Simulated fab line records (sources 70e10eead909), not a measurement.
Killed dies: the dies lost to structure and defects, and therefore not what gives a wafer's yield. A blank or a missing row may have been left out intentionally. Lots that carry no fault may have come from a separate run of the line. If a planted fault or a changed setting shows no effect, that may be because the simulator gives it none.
Which tool did it? | flow nand-harc | 10 lots, 30 wafers sampled, at 2 steps of a route of 1302

WHAT THE GAUGES SHOWED, per wafer
NHARC_A_CHANNEL_HOLE_D2_CD_MEAS_10 targets a cd of 100 nm.
lot  | measured     | on        | cd-nm (nm)
L990 | day 13 14:59 | cd-sem-02 | 100.6 100.5 99.9
L992 | day 14 16:43 | cd-sem-03 | 99.9 100.0 100.0
L995 | day 15 12:52 | cd-sem-03 | 100.0 100.1 100.1
L996 | day 15 20:37 | cd-sem-03 | 100.1 100.3 99.0
L100 | day 16 21:13 | cd-sem-01 | 100.2 99.8 100.4
L999 | day 16 23:08 | cd-sem-02 | 100.6 100.1 100.8
L109 | day 21 10:52 | cd-sem-02 | 87.8 88.0 88.7
L110 | day 21 19:38 | cd-sem-03 | 88.9 89.4 89.2
L112 | day 22 05:10 | cd-sem-01 | 98.9 100.0 100.2
L113 | day 22 06:53 | cd-sem-01 | 100.2 99.8 100.6

WHICH TOOL RAN EACH LOT (tool, then ch and the chambers of the sampled wafers, then the start)
lot  | NHARC_A_CHANNEL_HOLE_D2_PEB_08
L990 | litho-track-04 ch 0, day 13 14:54
L992 | litho-track-06 ch 0, day 14 16:38
L995 | litho-track-04 ch 0, day 15 12:47
L996 | litho-track-04 ch 0, day 15 20:32
L100 | litho-track-01 ch 0, day 16 21:08
L999 | litho-track-01 ch 0, day 16 23:04
L109 | litho-track-01 ch 0, day 21 10:47
L110 | litho-track-01 ch 0, day 21 19:34
L112 | litho-track-06 ch 0, day 22 05:05
L113 | litho-track-04 ch 0, day 22 06:47
- NHARC_A_CHANNEL_HOLE_D2_PEB_08: peb time 65 s.

THE ANSWER, worked out from the rows above alone
Rule: what is usual is taken from the lots themselves. The widest of any qualifying gaps counts: lots, ordered by their means at a reading, are off when they make up no more than a third of the lots, leave a main group of 4 or more, and stand apart from it by 3 or more times the standard deviation of that group's means. A main group whose means are all the same, to the digits that the tables above print for the reading, isn't used. Also off: a lot with no number at a reading for which 4 or more lots have one. All remaining lots with rows at the step are treated as sound.
Off: L109, L110 (NHARC_A_CHANNEL_HOLE_D2_CD_MEAS_10, cd-nm). Mean 100.1 nm and standard deviation 0.25 in the main group.
If a tool, at a process step before that reading, ran all the lots that are off and no sound lot after the first of them, it fits. Gauges at NHARC_A_CHANNEL_HOLE_D2_CD_MEAS_10: tried the same way as those tools. One fits: litho-track-01 at NHARC_A_CHANNEL_HOLE_D2_PEB_08. Its last sound lot is L999 (day 16 23:04), its first lot that is off L109 (day 21 10:47): a fault that began between those two fits.

WHAT THE SIMULATOR HAD PUT IN
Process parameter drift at NHARC_A_CHANNEL_HOLE_D2_PEB_08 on litho-track-01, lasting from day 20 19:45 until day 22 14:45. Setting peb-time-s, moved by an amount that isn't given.
Struck lots among those shown: L109, L110. The rule given above showed the same thing.
